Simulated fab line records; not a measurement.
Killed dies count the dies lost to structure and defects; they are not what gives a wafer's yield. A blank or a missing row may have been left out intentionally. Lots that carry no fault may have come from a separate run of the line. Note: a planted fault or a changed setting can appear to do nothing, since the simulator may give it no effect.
Split-lot trial || flow n5 finfet || 21 wafers read from 7 lots, route of 1938 steps

== ABOUT THE SPLIT ==
At N5_BEOL_M12_ILD_DEP_00 (deposits SiOC from DEMS/O2, target thk 658.92 nm, time 130.7 s), the setting time s was moved away from the recipe's 130.7 s on 7 of the 21 wafers read, by -8.5% to +11.1%. This setting was run at the recipe's value on the other wafers.

Between the split and the reading, the file records no step.

== THE READING ==
M12_ILD_THK in nanometres, read at N5_BEOL_M12_THK_MEAS_01. A value of 662 nm with a standard deviation of 9.6 nm is what fault-free wafers of this fab line usually give.

{"wafer": "L085.1", "tool, chamber at the split": "pecvd-01, 0", "time s as run, s": 130.7, "against the recipe": "recipe", "M12_ILD_THK, nm": 657, "against lot-mates on the recipe": "-"}
{"wafer": "L085.5", "tool, chamber at the split": "pecvd-01, 1", "time s as run, s": 145.2, "against the recipe": "+11.1%", "M12_ILD_THK, nm": 739, "against lot-mates on the recipe": "+71"}
{"wafer": "L085.6", "tool, chamber at the split": "pecvd-01, 2", "time s as run, s": 130.7, "against the recipe": "recipe", "M12_ILD_THK, nm": 679, "against lot-mates on the recipe": "-"}
{"wafer": "L086.2", "tool, chamber at the split": "pecvd-01, 1", "time s as run, s": 130.7, "against the recipe": "recipe", "M12_ILD_THK, nm": 662, "against lot-mates on the recipe": "-"}
{"wafer": "L086.3", "tool, chamber at the split": "pecvd-01, 2", "time s as run, s": 130.7, "against the recipe": "recipe", "M12_ILD_THK, nm": 658, "against lot-mates on the recipe": "-"}
{"wafer": "L086.6", "tool, chamber at the split": "pecvd-01, 2", "time s as run, s": 130.7, "against the recipe": "recipe", "M12_ILD_THK, nm": 666, "against lot-mates on the recipe": "-"}
{"wafer": "L087.1", "tool, chamber at the split": "pecvd-04, 2", "time s as run, s": 130.7, "against the recipe": "recipe", "M12_ILD_THK, nm": 649, "against lot-mates on the recipe": "-"}
{"wafer": "L087.4", "tool, chamber at the split": "pecvd-04, 0", "time s as run, s": 119.6, "against the recipe": "-8.5%", "M12_ILD_THK, nm": 605, "against lot-mates on the recipe": -44}
{"wafer": "L087.5", "tool, chamber at the split": "pecvd-04, 2", "time s as run, s": 119.6, "against the recipe": "-8.5%", "M12_ILD_THK, nm": 611, "against lot-mates on the recipe": -38}
{"wafer": "L089.1", "tool, chamber at the split": "pecvd-03, 2", "time s as run, s": 144.5, "against the recipe": "+10.6%", "M12_ILD_THK, nm": 718, "against lot-mates on the recipe": "+52"}
{"wafer": "L089.3", "tool, chamber at the split": "pecvd-03, 1", "time s as run, s": 130.7, "against the recipe": "recipe", "M12_ILD_THK, nm": 660, "against lot-mates on the recipe": "-"}
{"wafer": "L089.5", "tool, chamber at the split": "pecvd-03, 1", "time s as run, s": 130.7, "against the recipe": "recipe", "M12_ILD_THK, nm": 672, "against lot-mates on the recipe": "-"}
{"wafer": "L093.1", "tool, chamber at the split": "pecvd-04, 2", "time s as run, s": 130.7, "against the recipe": "recipe", "M12_ILD_THK, nm": 655, "against lot-mates on the recipe": "-"}
{"wafer": "L093.2", "tool, chamber at the split": "pecvd-04, 0", "time s as run, s": 130.7, "against the recipe": "recipe", "M12_ILD_THK, nm": 648, "against lot-mates on the recipe": "-"}
{"wafer": "L093.4", "tool, chamber at the split": "pecvd-04, 2", "time s as run, s": 120.4, "against the recipe": "-7.9%", "M12_ILD_THK, nm": 617, "against lot-mates on the recipe": -34}
{"wafer": "L095.1", "tool, chamber at the split": "pecvd-03, 0", "time s as run, s": 130.7, "against the recipe": "recipe", "M12_ILD_THK, nm": 641, "against lot-mates on the recipe": "-"}
{"wafer": "L095.2", "tool, chamber at the split": "pecvd-03, 1", "time s as run, s": 130.7, "against the recipe": "recipe", "M12_ILD_THK, nm": 650, "against lot-mates on the recipe": "-"}
{"wafer": "L095.4", "tool, chamber at the split": "pecvd-03, 1", "time s as run, s": 130.7, "against the recipe": "recipe", "M12_ILD_THK, nm": 662, "against lot-mates on the recipe": "-"}
{"wafer": "L096.1", "tool, chamber at the split": "pecvd-01, 0", "time s as run, s": 130.7, "against the recipe": "recipe", "M12_ILD_THK, nm": 659, "against lot-mates on the recipe": "-"}
{"wafer": "L096.3", "tool, chamber at the split": "pecvd-01, 1", "time s as run, s": 142.8, "against the recipe": "+9.3%", "M12_ILD_THK, nm": 713, "against lot-mates on the recipe": "+54"}
{"wafer": "L096.4", "tool, chamber at the split": "pecvd-01, 2", "time s as run, s": 142.8, "against the recipe": "+9.3%", "M12_ILD_THK, nm": 723, "against lot-mates on the recipe": "+64"}

THE FIT
A straight line over all 21 wafers: M12_ILD_THK changes by +6.19 nm for each +1% of time s; r = +0.97; the points scatter about the line by 9.1 nm.
The same after taking each lot's own level away (the mean of its wafers on the recipe; 21 wafers): +5.5 nm for each +1%; r = +0.97; scatter 7.2 nm.
That fit puts the effect of the largest move of time s on the reading at 61 nm.
From 649.0 to 668.0 nm: that is the span of the lots' own levels, equal to 2.0 times the standard deviation above.
So the lot-to-lot level changes the slope: the two fits differ.
Check: +60.6 nm against its lot-mates is what the line predicts for one of the wafers moved furthest among these (+11.1%) when that wafer is left out of the fit. It came out at +71 nm against them.

== ADDITIONAL SPLITS CARRIED BY THESE WAFERS ==
These wafers also went through other splits before the reading. Each is held against what the fit with the lots' levels taken away leaves over:
{"other split on the same wafers": "N5_BEOL_M10_EXPOSE_08 dose mj", "wafers away from the commonest value": 8, "r with M12_ILD_THK (lot level and that fit taken away)": "+0.16"}
{"other split on the same wafers": "N5_BEOL_M11_COAT_63 spin rpm", "wafers away from the commonest value": 9, "r with M12_ILD_THK (lot level and that fit taken away)": "+0.02"}
{"other split on the same wafers": "N5_BEOL_M11_COAT_22 spin rpm", "wafers away from the commonest value": 7, "r with M12_ILD_THK (lot level and that fit taken away)": "+0.00"}

== THE WHOLE CHAIN: every reading that the file lists as answering this split, in the file's order ==
{"step": "N5_BEOL_M12_ILD_DEP_00", "what it does": "deposits SiOC from DEMS/O2, target thk 658.92 nm, time 130.7 s", "reading": "SiOC_of_BEOL_M12_ILD_DEP_00.thk nm (the simulator's own value, which no gauge read)", "change (the file's fit)": "+5.5 nm for each +1% of the setting", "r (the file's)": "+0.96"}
{"step": "N5_BEOL_M12_THK_MEAS_01", "what it does": "", "reading": "M12_ILD_THK", "change (the file's fit)": "+5.5 for each +1% of the setting", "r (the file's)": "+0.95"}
{"step": "N5_BEOL_M12_VIA_ETCH_16", "what it does": "etches SiOC in C4F8/O2/Ar, target depth 724.8 nm", "reading": "etch.depth nm (the simulator's own value, which no gauge read)", "change (the file's fit)": "+5.5 nm for each +1% of the setting", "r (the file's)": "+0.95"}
{"step": "N5_BEOL_M12_VIA_ETCH_16", "what it does": "etches SiOC in C4F8/O2/Ar, target depth 724.8 nm", "reading": "coat_of_BEOL_M12_COAT_04.thk nm (the simulator's own value, which no gauge read)", "change (the file's fit)": "-1.59 nm for each +1% of the setting", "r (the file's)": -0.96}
{"step": "N5_BEOL_M12_STRIP_63", "what it does": "strips in N2/H2", "reading": "strip time to endpoint s", "change (the file's fit)": "withheld for each +1% of the setting", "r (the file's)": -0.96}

== FILE'S OWN FIT ==
M12_ILD_THK changes by +5.5 nm for each +1% of time s, r = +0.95.
